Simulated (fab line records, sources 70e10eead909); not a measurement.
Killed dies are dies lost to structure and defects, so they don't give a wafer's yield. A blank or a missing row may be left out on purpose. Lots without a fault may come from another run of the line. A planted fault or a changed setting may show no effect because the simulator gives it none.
Chamber matching | flow nand_harc | NHARC_A_CHANNEL_FILL_D2_ETCHBACK_19 on rie_si-01: 4 sister chambers
The step etches the open film in HBr/Cl2, target depth 5 nm, time 1.7 s. 22 wafers are shown with their chamber, then 11 later ones without.

WAFERS WITH THEIR CHAMBER
wafer  | chamber | drypump_motor_current_A (A) | oes_product_au (a.u.) | throttle_valve_pct (%)
L074.2 | 0       | 5.8                         | 0.981                 | 26.418
L074.4 | 1       | 6.6                         | 1.002                 | 26.410
L074.5 | 1       | 6.6                         | 1.000                 | 26.403
L075.2 | 1       | 6.6                         | 1.003                 | 26.408
L075.4 | 3       | 5.9                         | 0.989                 | 26.405
L075.5 | 1       | 6.6                         | 0.995                 | 26.407
L076.1 | 1       | 6.7                         | 0.977                 | 26.401
L076.2 | 0       | 5.9                         | 0.981                 | 26.390
L076.6 | 1       | 6.7                         | 0.993                 | 26.394
L082.1 | 1       | 6.6                         | 0.998                 | 26.400
L082.3 | 2       | 4.9                         | 1.013                 | 26.412
L082.4 | 3       | 5.8                         | 0.987                 | 26.422
L083.2 | 3       | 5.8                         | 0.980                 | 26.412
L083.3 | 1       | 6.6                         | 1.001                 | 26.397
L083.4 | 0       | 5.9                         | 0.973                 | 26.411
L083.1 | 2       | 4.9                         | 0.999                 | 26.401
L083.5 | 0       | 5.9                         | 0.980                 | 26.421
L083.6 | 3       | 5.9                         | 0.987                 | 26.402
L086.3 | 0       | 5.8                         | 0.973                 | 26.401
L086.5 | 1       | 6.6                         | 1.003                 | 26.393
L086.6 | 0       | 5.9                         | 0.972                 | 26.408
L089.1 | 0       | 5.9                         | 0.972                 | 26.386

SIGNATURES (means of the wafers above)
reading                 | chamber 0 | chamber 1 | chamber 2 | chamber 3 | scatter within a chamber
drypump_motor_current_A | 5.871     | 6.622     | 4.900     | 5.850     | 0.047
oes_product_au          | 0.97600   | 0.99689   | 1.00600   | 0.98575   | 0.00668
throttle_valve_pct      | 26.40500  | 26.40144  | 26.40650  | 26.41025  | 0.00962
Rule: a wafer's distance from a chamber is the root of the sum, over the readings, of the square of ((its reading less the chamber's mean) divided by the reading's scatter). The wafer belongs to the nearest chamber; if the next one is less than 2 further off, it can't be placed. The scatter: the root of (the sum of the squares of (reading less its chamber's mean) over the shown wafers, divided by (wafers less chambers)).

WAFERS WITHOUT THEIR CHAMBER
wafer  | drypump_motor_current_A (A) | oes_product_au (a.u.) | throttle_valve_pct (%)
L089.2 | 5.9                         | 0.993                 | 26.418
L089.5 | 5.9                         | 0.998                 | 26.409
L089.3 | 4.9                         | 1.002                 | 26.400
L089.4 | 6.6                         | 0.999                 | 26.404
L089.6 | 5.9                         | 0.986                 | 26.422
L090.4 | 4.9                         | 1.000                 | 26.391
L090.5 | 5.8                         | 0.978                 | 26.395
L090.6 | 5.8                         | 0.993                 | 26.424
L093.2 | 6.6                         | 0.996                 | 26.418
L093.4 | 5.9                         | 0.982                 | 26.404
L093.5 | 5.8                         | 0.994                 | 26.412

WHICH CHAMBER EACH WENT THROUGH
wafer  | from the rows above     | in truth
L089.2 | can't be placed: 3 or 0 | 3
L089.5 | can't be placed: 3 or 0 | 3
L089.3 | 2                       | 2
L089.4 | 1                       | 1
L089.6 | can't be placed: 3 or 0 | 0
L090.4 | 2                       | 2
L090.5 | can't be placed: 0 or 3 | 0
L090.6 | can't be placed: 3 or 0 | 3
L093.2 | 1                       | 1
L093.4 | can't be placed: 0 or 3 | 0
L093.5 | can't be placed: 3 or 0 | 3
Placed correctly: 4 of 11. Can't be placed from these rows: 7 (the true chamber is among the candidates in 7). Placed wrongly: 0.
